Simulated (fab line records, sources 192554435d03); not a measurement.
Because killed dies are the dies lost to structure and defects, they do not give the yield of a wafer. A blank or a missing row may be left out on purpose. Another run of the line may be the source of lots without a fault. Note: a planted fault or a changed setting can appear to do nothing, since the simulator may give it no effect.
Struck lot and sound lot, side by side -- flow n5_finfet -- 34 out of 1938 route steps
Sound: these wafers, L852.1, L852.2, L852.6. Struck: wafer L858.5 (L858.4, L858.6, from the same lot, were not struck and are left out); the cause is given at the end.
Order at every step that has rows: each side's tool, ch and its chambers, its first start. Under that, the readings that differ: sound wafers -- struck wafers -- difference of the means -- sigmas: that difference in standard deviations of wafers without a fault.
alike: a reading whose means differ by less than 2 such deviations, as well as words and numbers matching on both sides. not compared: withheld readings; readings where some wafer has no value; bounds like >300 that might hide an equal value; numbers whose values overlap and for which the record gives no deviation.
The two part at a step that has a row with sigmas, a row that says differs or no value, or rows on one side only. Non-overlapping numbers with no deviation appear without sigmas and do not part them. Lack of a reading on every wafer of one side parts them only where that side has two or more wafers.

first, 10 steps without rows for these wafers: N5_BEOL_M7_STRIP_80 (strips in N2/H2, time 10 s); N5_BEOL_M7_HM_STRIP_39 (strips TiN in peroxide tin strip, target depth 25 nm, time 158 s); N5_BEOL_M7_SRD_40 (time 30 s); N5_BEOL_M7_PRECLEAN_42 (cleans in residue remover, time 60 s); N5_BEOL_M7_SRD_43 (time 30 s); N5_BEOL_M7_CURE_75 (cures SiCOH lowk, time 120 s); N5_BEOL_M7_DEGAS_44 (time 60 s); N5_BEOL_M7_PRE_CLEAN_45 (time 30 s); N5_BEOL_M7_ALD_77 (deposits TaN, target thk 2 nm, pulse time 2 s, purge time 3 s); N5_BEOL_M7_SURFACE_TREAT_79.
N5_BEOL_M7_CVD_78: deposits Co from CCTBA/H2, target thk 2 nm, time 142.3 s.
  sound on cvd_co-02 ch 1,2, day 9 21:30; struck on cvd_co-02 ch 0,1,2, day 11 08:18
then, 22 steps without rows for these wafers: N5_BEOL_M7_SPUTTER_48 (material Cu, target thk 10 nm, time 1.667 s); N5_BEOL_M7_ECD_50 (material Cu, target thk 300 nm); N5_BEOL_M7_ANNEAL_51 (time 90 s); N5_BEOL_M7_CMP_52 (polishes, stops on SiCOH lowk, t overpolish 6.9 s, target thk 80 nm); N5_BEOL_M7_PRE_CLEAN_55 (time 15 s); N5_BEOL_M7_DEP_56 (deposits SiCN from 3MS/NH3, target thk 10 nm, time 17.5 s); N5_BEOL_M8_ILD_DEP_00 (deposits SiCOH lowk from DEMS/porogen, target thk 179.75 nm, time 33.4 s); N5_BEOL_M8_CURE_74 (cures SiCOH lowk, time 240 s); N5_BEOL_M8_PECVD_70 (deposits SiO2 from TEOS/O2, target thk 20 nm, time 22.7 s); N5_BEOL_M8_HM_DEP_02 (deposits TiN, target thk 20 nm); N5_BEOL_M8_COAT_59 (time 60 s, resist thk 100 nm); N5_BEOL_M8_COAT_60 (time 60 s, resist thk 35 nm); N5_BEOL_M8_COAT_05 (resist thk 90 nm); N5_BEOL_M8_EBR_07; N5_BEOL_M8_SOFTBAKE_06 (time 60 s); N5_BEOL_M8_EXPOSE_08 (exposes mask M8); N5_BEOL_M8_PEB_09 (peb time 60 s); N5_BEOL_M8_DEVELOP_10 (develop time 30 s); N5_BEOL_M8_DESCUM_16 (chemistry O2, time 7.9 s); N5_BEOL_M8_ETCH_61 (etches SiARC in CF4, target depth 45.5 nm, time 75.8 s); N5_BEOL_M8_ETCH_62 (etches SOC in N2/H2, target depth 110 nm, overetch 22 nm, time 165 s); N5_BEOL_M8_STRIP_68 (strips in N2/H2).
-- here the record skips 3 days between the struck wafers' starts before and after, leaving off in module BEOL_M8 and picking up in module PASSIVATION (first step shown: number 1936 of the route) --
N5_PASSIVATION_PROBE_49:
  the record has rows for the struck wafers here (prober-01, day 14 18:12) and none for the sound ones

## WHERE THEY PART
Within this record, at N5_PASSIVATION_PROBE_49 only.

WHY: what the simulator had put in
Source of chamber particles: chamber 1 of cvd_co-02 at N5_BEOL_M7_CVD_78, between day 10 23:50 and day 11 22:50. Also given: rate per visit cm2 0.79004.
